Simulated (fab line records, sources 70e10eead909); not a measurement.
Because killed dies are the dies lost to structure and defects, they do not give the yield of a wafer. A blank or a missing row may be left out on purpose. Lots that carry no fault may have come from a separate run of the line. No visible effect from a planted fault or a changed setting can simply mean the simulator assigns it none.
fab line records	flow nand-harc
[record] lots = 6	wafers = 18	last-day = 34
route steps=1302 shown A_BLC@1130 A_M0@1137 END@1302
lots untouched by any fault: they come from a run of this same line in which no faults occurred
start-h: the number of hours between the record's first day and the start of the first shown wafer of the lot	wait-h: hours elapsed since this lot's preceding step	" repeats the value in the row above	L1.1+2: one row covering several wafers at once	- no value, or no start given	* or withheld: withheld	< > ~ a bound
route shown NAME@n: NAME is a module with steps in the file, n the number in the route of the first one	usual: mean and standard deviation over wafers with no fault	same: alike in all rows	chamber/n: place in a boat	sites: each site's reading	_std_site: standard deviation of those values	_edge_site: the outer-site mean with the inner-site mean subtracted	radius-mm: for every site, how far away it sits from the centre of the wafer	mask NAME#n: copy n	behind: the tool/chamber that last shaped the wafer	hold: reason for holding the lot/hours on hold/outcome of the hold	device: which transistor (n, p or np) failed to switch	end of line: the route-end tests of the same wafers	a step with no rows: only its recipe	killed: not the wafer's yield, but the dies lost to structure and defects at the first sort	map: a wafer's dies, marking killed ones x, the rest . and places with no die _
set.NAME: the setting as run; set.NAME@STEP: as run at that earlier step	model.NAME: the simulator's own value behind a step, which no gauge read
a table for each step, a row for each wafer; lots at some steps of the route
services: from which hour (start-h, from the record's first day; less than 0 if before it) a tool's chamber was out of use, for how many hours, and why
[[steps]]
[step NHARC_A_BLC_PVD_32]
[recipe] target-thk-a = 50	chamber-pressure-pa = 5	power-w = 5000	substrate-temp-c = 200	time-s = 17.7	material = Ti
[usual] throttle-valve-pct = 30.3/0.88
lot.wafer	tool	chamber	start-h	wait-h	throttle-valve-pct
L833.2	pvd-sputter-03	-	-	-	31.1
L833.1	"	-	"	"	30.7
L833.4	"	-	"	"	29.3
L835.4	pvd-sputter-03	-	-	-	31.3
L835.3	"	-	"	"	30.9
L835.6	"	-	"	"	30.7
L844.4	pvd-sputter-01	-	-	-	30.9
L844.1	"	-	"	"	30.1
L844.2	"	-	"	"	30.4
L842.1	pvd-sputter-03	-	-	-	29.4
L842.2	"	-	"	"	31.3
L842.3	"	-	"	"	30.6
L846.2	pvd-sputter-03	-	-	-	30.6
L846.6	"	-	"	"	31.5
L846.5	"	-	"	"	30.5
L851.4	pvd-sputter-02	-	-	-	28.5
L851.2	"	-	"	"	30.4
L851.6	"	-	"	"	30.3
[step NHARC_A_BLC_ALD_23]
[recipe] target-thk-a = 30	pulse-time-s = 1	ald-cycles = 150	temp-c = 450	material = TiN
[usual] heater-power-w = 1043/120	precursor-pulse-height-rel = 1.002/0.019
lot.wafer	tool	chamber	start-h	wait-h	heater-power-w	precursor-pulse-height-rel
L833.1	ald-metal-04	0	572.87	-	1045	1.009
L833.4	"	2	"	"	1146	1.012
L833.2	"	3	"	"	907	0.975
L835.4	ald-metal-03	1	592.26	-	1084	0.970
L835.3	"	3	"	"	1165	1.043
L835.6	"	1	"	"	1099	0.995
L844.4	ald-metal-03	1	665.50	-	1133	1.007
L844.1	"	3	"	"	1147	0.999
L844.2	"	0	"	"	1196	1.016
L842.1	ald-metal-01	3	684.64	-	885	0.983
L842.2	"	0	"	"	1186	1.047
L842.3	"	1	"	"	908	0.988
L846.2	ald-metal-04	1	691.50	-	939	1.000
L846.5	"	0	"	"	1044	0.949
L846.6	"	1	"	"	932	0.998
L851.4	ald-metal-01	2	774.20	-	969	0.975
L851.2	"	3	"	"	896	1.007
L851.6	"	3	"	"	890	1.013
[step NHARC_A_BLC_CVD_24]
[recipe] target-thk-a = 1500	temp-c = 300	pressure-torr = 40	wf6-flow-sccm = 40	h2-flow-sccm = 1600	ar-flow-sccm = 1560	time-s = 434	material = W
[usual] heater-power-w = 491/35	throttle-valve-pct = 7.9/0.52
lot.wafer	tool	chamber	start-h	wait-h	heater-power-w	throttle-valve-pct
L833.2	cvd-w-02	0	-	-	482	7.8
L833.1	"	1	"	"	539	7.2
L833.4	"	1	"	"	546	7.2
L835.3	cvd-w-01	1	-	-	470	8.5
L835.4	"	0	"	"	496	8.0
L835.6	"	0	"	"	496	7.9
L844.2	cvd-w-02	1	-	-	556	6.9
L844.1	"	0	"	"	445	7.5
L844.4	"	0	"	"	446	7.7
L842.2	cvd-w-02	0	-	-	434	7.6
L842.1	"	1	"	"	550	7.0
L842.3	"	1	"	"	552	7.2
L846.2	cvd-w-02	1	-	-	536	7.0
L846.6	"	1	"	"	543	7.3
L846.5	"	0	"	"	449	8.0
L851.2	cvd-w-01	1	-	-	468	8.5
L851.4	"	1	"	"	475	8.4
L851.6	"	1	"	"	478	8.6
[step NHARC_A_BLC_CMP_25]
[recipe] t-overpolish-s = 30	target-thk-nm = 150
[usual] motor-current-A = 12.1/1.1	overpolish-run-s = 30.000/0.0091	time-to-endpoint-s = 30.7/2.7
lot.wafer	tool	chamber	start-h	wait-h	motor-current-A	overpolish-run-s	time-to-endpoint-s
L833.1	cmp-03	2	573.60	0.4	11.0	30.006	31.5
L833.2	"	3	"	"	14.0	30.000	30.5
L833.4	"	0	"	"	13.0	30.008	29.7
L835.4	cmp-04	3	593.00	0.3	10.8	29.988	33.0
L835.3	"	2	"	"	12.8	29.999	35.9
L835.6	"	0	"	"	13.0	29.995	37.5
L844.2	cmp-03	2	666.24	0.5	11.5	29.992	33.7
L844.4	"	3	"	"	13.5	29.997	31.6
L844.1	"	0	"	"	12.5	29.995	32.5
L842.3	cmp-04	2	685.41	0.3	12.5	29.978	31.6
L842.2	"	3	"	"	11.0	29.991	29.9
L842.1	"	0	"	"	12.4	30.002	32.7
L846.2	cmp-02	3	692.29	0.5	11.6	29.997	31.7
L846.6	"	0	"	"	10.4	30.008	31.9
L846.5	"	1	"	"	10.2	29.993	31.7
L851.2	cmp-02	2	775.41	0.7	12.7	30.000	29.8
L851.4	"	3	"	"	11.6	29.993	35.3
L851.6	"	1	"	"	10.0	30.011	30.7
[step NHARC_A_BLC_SRD_27]
[step NHARC_A_BLC_INSPECT_28]
[usual] raw-defect-count = 511/130
lot.wafer	tool	chamber	start-h	wait-h	raw-defect-count
L833.1	defect-inspect-01	-	574.01	0.1	445
L833.2	"	-	"	"	419
L833.4	"	-	"	"	517
L835.3	defect-inspect-01	-	593.41	0.1	433
L835.4	"	-	"	"	432
L835.6	"	-	"	"	529
L844.1	defect-inspect-02	-	666.65	0.1	370
L844.2	"	-	"	"	392
L844.4	"	-	"	"	470
L842.1	defect-inspect-01	-	685.78	0.1	455
L842.2	"	-	"	"	683
L842.3	"	-	"	"	621
L846.2	defect-inspect-02	-	692.64	0.1	695
L846.5	"	-	"	"	566
L846.6	"	-	"	"	631
L851.2	defect-inspect-02	-	775.79	0.1	631
L851.4	"	-	"	"	908
L851.6	"	-	"	"	691
[step NHARC_A_M0_DEP_00]
[recipe] target-thk-a = 1500	target-thk-nm = 150	temp-c = withheld	pressure-torr = 5	flow-sccm = 200	rf-w = 600	material = SiOC
[step NHARC_A_M0_DEHYDRATE_01]
[recipe] temp-c = 150	time-s = 120
[step NHARC_A_M0_HMDS_02]
[recipe] time-s = 30
[step NHARC_A_M0_COAT_33]
[recipe] temp-c = 200	time-s = 65
[step NHARC_A_M0_COAT_03]
[recipe] spin-rpm = 1500	resist-thk-nm = 90
[step NHARC_A_M0_SOFTBAKE_04]
[recipe] temp-c = 105	time-s = 55
[usual] exhaust-pa = 45.1/0.85	heater-power-total-W = 188.46/0.14
lot.wafer	tool	chamber	start-h	wait-h	exhaust-pa	heater-power-total-W
L833.1	litho-track-01	0	574	-	44.9	210.05
L833.2	"	0	"	"	44.4	210.06
L833.4	"	0	"	"	44.4	210.39
L835.3	litho-track-01	0	593	-	45.5	210.07
L835.4	"	0	"	"	45.5	209.94
L835.6	"	0	"	"	45.4	210.37
L844.1	litho-track-04	0	667	-	45.1	188.44
L844.2	"	0	"	"	44.0	188.42
L844.4	"	0	"	"	45.1	188.31
L842.1	litho-track-04	0	686	-	45.0	188.49
L842.2	"	0	"	"	44.3	188.43
L842.3	"	0	"	"	44.2	188.52
L846.2	litho-track-01	0	693	-	45.8	188.46
L846.5	"	0	"	"	43.5	188.31
L846.6	"	0	"	"	45.1	188.52
L851.2	litho-track-04	0	776	-	47.0	188.45
L851.4	"	0	"	"	45.3	188.30
L851.6	"	0	"	"	45.4	188.27
[step NHARC_A_M0_EBR_05]
[step NHARC_END_SORT_01]
[recipe] temp-c = 25
[usual] defect-limited-yield = 91.0/2.5	killed-at-array = 56/17	killed-at-other = 0.9/1.2	killed-at-periphery = 3.9/2.5	killed-dies = 61/17	killed-open = 3.2/1.8	killed-short = 2.7/1.7
[same] gross-dies = 677
lot.wafer	tool	chamber	start-h	wait-h	defect-limited-yield[%]	killed-at-array	killed-at-other	killed-at-periphery	killed-dies	killed-open	killed-short
L833.1	prober-01	0	616.78	2.5	92.6	50	0	0	50	2	1
L833.2	prober-01	0	617.58	2.8	94.1	36	3	1	40	4	1
L833.4	prober-01	0	619.18	3.4	93.8	38	2	2	42	3	1
L835.3	prober-01	0	633.71	3.1	90.3	63	1	2	66	3	5
L835.4	prober-01	0	634.51	3.4	89.2	69	1	3	73	5	2
L835.6	prober-01	0	636.10	4.0	89.4	71	0	1	72	1	4
L844.1	prober-01	0	710.65	2.5	95.6	27	0	3	30	2	1
L844.2	prober-01	0	711.43	2.8	94.8	32	0	3	35	4	3
L844.4	prober-01	0	712.99	3.4	96.5	21	1	2	24	0	1
L846.2	prober-02	0	732.20	2.8	85.7	93	2	2	97	7	2
L846.5	prober-02	0	734.60	3.7	88.2	80	0	0	80	3	4
L846.6	prober-02	0	735.40	4.0	88.2	76	1	3	80	4	4
L842.1	prober-01	0	739.19	2.5	87.3	83	0	3	86	2	2
L842.2	prober-01	0	739.99	2.8	89.1	69	2	3	74	3	6
L842.3	prober-01	0	740.80	3.1	90.7	57	1	5	63	2	4
L851.2	prober-01	0	817.92	2.8	89.7	63	0	7	70	1	5
L851.4	prober-01	0	819.53	3.4	89.4	68	1	3	72	3	2
L851.6	prober-01	0	821.13	4.0	87.7	76	0	7	83	4	0
// killed by level:class
L833.1 A_SLIT:chamber-film-flake=20 A_CHANNEL_HOLE_D2:chamber-film-flake=14 A_STAIRCASE:chamber-film-flake=8 A_CHANNEL_HOLE_D1:chamber-film-flake=3 A_CONTACT:chamber-film-flake=2 A_ONON_D1:geometric-particle:open=1 A_WL_FILL:geometric-particle:short=1 A_BLC:geometric-particle:open=1
L833.2 A_SLIT:chamber-film-flake=13 A_STAIRCASE:chamber-film-flake=8 A_CHANNEL_HOLE_D2:chamber-film-flake=4 A_CHANNEL_HOLE_D1:chamber-film-flake=3 A_WL_FILL:chamber-film-flake=2 THIN_TSV:chamber-film-flake=2 A_ONON_D1:geometric-particle:open=1 A_CHANNEL_FILL_D1:geometric-particle:open=1
L833.4 A_SLIT:chamber-film-flake=13 A_CHANNEL_HOLE_D1:chamber-film-flake=8 A_STAIRCASE:chamber-film-flake=8 A_WL_FILL:chamber-film-flake=5 A_CONTACT:chamber-film-flake=2 THIN_TSV:chamber-film-flake=2 P_STI:geometric-particle:open=1 P_M1:geometric-particle:open=1
L835.3 A_CHANNEL_HOLE_D1:chamber-film-flake=26 A_CHANNEL_HOLE_D2:chamber-film-flake=19 A_STAIRCASE:chamber-film-flake=8 A_M1:geometric-particle:short=2 A_SOURCE_PLATE:geometric-particle:short=1 A_ONON_D2:geometric-particle:open=1 A_CHANNEL_HOLE_D2:geometric-particle:short=1 A_CHANNEL_FILL_D2:geometric-particle:open=1
L835.4 A_CHANNEL_HOLE_D1:chamber-film-flake=26 A_CHANNEL_HOLE_D2:chamber-film-flake=19 A_CONTACT:chamber-film-flake=6 A_STAIRCASE:chamber-film-flake=5 A_DECK1_JOINT:chamber-film-flake=4 A_SGD_CUT:chamber-film-flake=3 A_ONON_D1:geometric-particle:open=2 A_M0:geometric-particle:open=2
L835.6 A_CHANNEL_HOLE_D2:chamber-film-flake=27 A_CHANNEL_HOLE_D1:chamber-film-flake=27 A_STAIRCASE:chamber-film-flake=6 A_CONTACT:chamber-film-flake=3 A_SGD_CUT:chamber-film-flake=2 P_CONTACT:geometric-particle:short=1 A_CHANNEL_HOLE_D1:geometric-particle:short=1 A_CHANNEL_FILL_D1:geometric-particle:short=1
L844.1 A_CHANNEL_HOLE_D1:chamber-film-flake=8 A_CONTACT:chamber-film-flake=6 A_STAIRCASE:chamber-film-flake=4 P_STI:chamber-film-flake=3 A_SLIT:chamber-film-flake=3 A_CHANNEL_FILL_D1:geometric-particle:short=1 A_SLIT:geometric-particle:open=1 A_M0:geometric-particle:open=1
L844.2 A_CHANNEL_HOLE_D1:chamber-film-flake=13 A_STAIRCASE:chamber-film-flake=4 A_SLIT:chamber-film-flake=3 A_CONTACT:chamber-film-flake=3 A_CHANNEL_HOLE_D1:geometric-particle:open=2 P_STI:chamber-film-flake=2 A_CHANNEL_FILL_D2:chamber-film-flake=2 P_STI:geometric-particle:open=1
L844.4 A_CHANNEL_HOLE_D1:chamber-film-flake=8 A_CONTACT:chamber-film-flake=5 A_SLIT:chamber-film-flake=4 A_M1:chamber-film-flake=2 A_WL_FILL:geometric-particle:short=1 P_ZERO_WELL:chamber-film-flake=1 P_STI:chamber-film-flake=1 A_WL_FILL:chamber-film-flake=1
L846.2 A_CHANNEL_HOLE_D1:chamber-film-flake=38 A_SLIT:chamber-film-flake=34 A_CONTACT:chamber-film-flake=7 A_STAIRCASE:chamber-film-flake=3 A_CHANNEL_FILL_D1:geometric-particle:open=2 A_BLC:geometric-particle:open=2 A_WL_FILL:chamber-film-flake=2 A_CHANNEL_HOLE_D2:geometric-particle:open=1
L846.5 A_SLIT:chamber-film-flake=35 A_CHANNEL_HOLE_D1:chamber-film-flake=29 A_CONTACT:chamber-film-flake=4 A_ZERO_WELL:chamber-film-flake=3 A_CHANNEL_FILL_D1:geometric-particle:short=2 A_ONON_D1:geometric-particle:short=1 A_CHANNEL_FILL_D1:geometric-particle:open=1 A_WL_FILL:geometric-particle:short=1
L846.6 A_CHANNEL_HOLE_D1:chamber-film-flake=36 A_SLIT:chamber-film-flake=21 A_STAIRCASE:chamber-film-flake=4 A_CONTACT:chamber-film-flake=4 A_WL_FILL:chamber-film-flake=3 P_CONTACT:geometric-particle:open=1 A_ONON_D1:geometric-particle:short=1 A_CHANNEL_FILL_D1:geometric-particle:open=1
L842.1 A_SLIT:chamber-film-flake=35 A_CHANNEL_HOLE_D1:chamber-film-flake=31 A_CONTACT:chamber-film-flake=5 P_GATE:chamber-film-flake=3 A_STAIRCASE:chamber-film-flake=3 A_CHANNEL_FILL_D1:geometric-particle:open=2 A_ZERO_WELL:chamber-film-flake=2 A_CHANNEL_FILL_D1:geometric-particle:short=1
L842.2 A_CHANNEL_HOLE_D1:chamber-film-flake=32 A_SLIT:chamber-film-flake=17 A_CONTACT:chamber-film-flake=7 A_WL_FILL:chamber-film-flake=5 P_M0:geometric-particle:open=2 A_WL_FILL:geometric-particle:short=2 THIN_TSV:chamber-film-flake=2 P_CONTACT:geometric-particle:short=1
L842.3 A_CHANNEL_HOLE_D1:chamber-film-flake=28 A_SLIT:chamber-film-flake=18 A_WL_FILL:chamber-film-flake=3 P_M0:geometric-particle:short=2 P_GATE:chamber-film-flake=2 A_CONTACT:chamber-film-flake=2 A_M0:chamber-film-flake=2 P_M2:geometric-particle:open=1
L851.2 A_SLIT:chamber-film-flake=22 A_CHANNEL_HOLE_D2:chamber-film-flake=22 P_CONTACT:chamber-film-flake=4 A_STAIRCASE:chamber-film-flake=4 A_CONTACT:chamber-film-flake=4 A_BLC:chamber-film-flake=3 A_ONON_D2:geometric-particle:short=2 P_ZERO_WELL:chamber-film-flake=2
L851.4 A_SLIT:chamber-film-flake=33 A_CHANNEL_HOLE_D2:chamber-film-flake=14 A_BLC:chamber-film-flake=9 A_CONTACT:chamber-film-flake=5 A_ONON_D2:geometric-particle:short=1 A_WL_FILL:geometric-particle:short=1 A_BLC:geometric-particle:open=1 A_M0:geometric-particle:open=1
L851.6 A_CHANNEL_HOLE_D2:chamber-film-flake=27 A_SLIT:chamber-film-flake=27 A_CONTACT:chamber-film-flake=7 A_STAIRCASE:chamber-film-flake=5 P_CONTACT:chamber-film-flake=4 A_BLC:chamber-film-flake=4 A_DECK1_JOINT:chamber-film-flake=2 P_M0:geometric-particle:open=1
[[services]]
tool	chamber	start-h	hours	kind
litho-track-04	-	553.00	7.0	pm
cmp-03	-	553.43	0.4	repair
ald-metal-03	-	568.00	10.0	pm
cmp-03	-	575.57	4.0	pm
cmp-02	-	576.62	1.1	repair
cvd-w-02	-	580.41	0.4	repair
cmp-04	-	623.77	4.0	pm
cmp-02	-	626.77	4.0	pm
cvd-w-02	-	631.14	13.0	pm
ald-metal-04	-	652.00	10.0	pm
ald-metal-01	-	661.66	1.4	repair
cmp-02	-	665.50	4.5	repair
cmp-03	-	673.57	4.0	pm
litho-track-01	-	680.00	7.0	pm
cmp-03	-	697.77	1.9	repair
ald-metal-01	-	704.00	10.0	pm
pvd-sputter-03	-	704.00	10.0	pm
cmp-04	-	705.76	1.7	repair
cmp-04	-	712.35	0.6	repair
cmp-04	-	721.77	4.0	pm
cmp-02	-	724.77	4.0	pm
litho-track-04	-	728.00	7.0	pm
cvd-w-01	-	729.41	13.0	pm
cvd-w-02	1	759.20	7.2	repair
[[key]]
[first-sign] step = NHARC_A_M0_SOFTBAKE_04	reading = heater-power-total-W	direction = up	sigmas = 99+	usual = *	struck = *
effect none on later readings
met-at NHARC_A_M0_SOFTBAKE_04
struck-wafers L833.1,L833.2,L833.4,L835.3,L835.4,L835.6
[fault] kind = process-parameter-drift	tool = litho-track-01	chamber = -	onset-h = 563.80	steps = NHARC_A_M0_SOFTBAKE_04	channel = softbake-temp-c	offset = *	shape = step	end-h = 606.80	acts-in = *	stated = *
